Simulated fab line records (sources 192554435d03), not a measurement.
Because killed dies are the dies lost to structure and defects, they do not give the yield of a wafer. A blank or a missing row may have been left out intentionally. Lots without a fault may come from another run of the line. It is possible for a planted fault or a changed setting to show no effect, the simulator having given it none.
Chamber matching    flow n5 finfet    4 sister chambers for N5_BEOL_M1_ETCH_74 on rie diel-06
The step etches underlayer in N2/H2, target depth 6.5 nm, time 5.2 s. 20 wafers are shown with their chamber, then 10 later ones without.

== WAFERS PAIRED WITH THEIR CHAMBERS ==
wafer   chamber  drypump motor current A (A)  showerhead plenum p Torr (Torr)  throttle valve pct (%)
L075.1  1        5.5                          2.53                             17.87
L075.2  0        5.9                          2.49                             17.96
L075.6  2        5.2                          2.65                             18.11
L082.1  1        5.5                          2.52                             17.91
L082.2  0        5.9                          2.49                             18.00
L082.3  2        5.2                          2.65                             18.13
L083.2  2        5.2                          2.64                             18.16
L083.3  1        5.5                          2.52                             17.92
L083.5  3        5.6                          2.57                             17.48
L086.1  1        5.5                          2.52                             17.92
L086.4  2        5.2                          2.64                             18.15
L086.5  1        5.5                          2.52                             17.92
L088.3  3        5.5                          2.56                             17.52
L088.4  0        5.9                          2.49                             17.66
L088.6  3        5.5                          2.56                             17.56
L089.3  0        5.9                          2.48                             17.67
L089.4  3        5.5                          2.56                             17.52
L089.6  2        5.2                          2.64                             18.15
L090.2  3        5.5                          2.56                             17.55
L090.4  3        5.5                          2.56                             17.53

SIGNATURES (averages over the wafers above)
reading                   chamber 0  chamber 1  chamber 2  chamber 3  scatter within a chamber
drypump motor current A   5.900      5.500      5.200      5.517      0.0228
showerhead plenum p Torr  2.4875     2.5220     2.6440     2.5617     0.00473
throttle valve pct        17.8225    17.9080    18.1400    17.5267    0.082
Rule: distance of a wafer from a chamber = root of the sum over the readings of ((wafer's reading minus chamber's mean) / reading's scatter) squared. The wafer belongs to the nearest chamber; if the next one is less than 2 further off, it can't be placed. How the scatter is found: for the shown wafers, subtract from each reading the mean of its chamber, square and add these, divide the total by (wafers less chambers), then take the root.

== WAFERS MISSING THEIR CHAMBER ==
wafer   drypump motor current A (A)  showerhead plenum p Torr (Torr)  throttle valve pct (%)
L090.6  5.9                          2.48                             17.67
L093.1  5.9                          2.48                             17.68
L093.2  5.2                          2.64                             18.16
L093.5  5.9                          2.48                             17.66
L092.2  5.2                          2.64                             18.18
L092.4  5.5                          2.52                             17.54
L092.6  5.9                          2.48                             17.69
L097.2  5.9                          2.48                             17.72
L097.4  5.2                          2.63                             18.20
L097.6  5.8                          2.48                             17.70

== WHICH CHAMBER EACH ONE RAN IN ==
wafer   from the rows above  in truth
L090.6  0                    0
L093.1  0                    0
L093.2  2                    2
L093.5  0                    0
L092.2  2                    2
L092.4  1                    1
L092.6  0                    0
L097.2  0                    0
L097.4  2                    2
L097.6  0                    0
Correctly placed: 10 of 10. Not placeable from these rows: 0. Wrongly placed: 0.
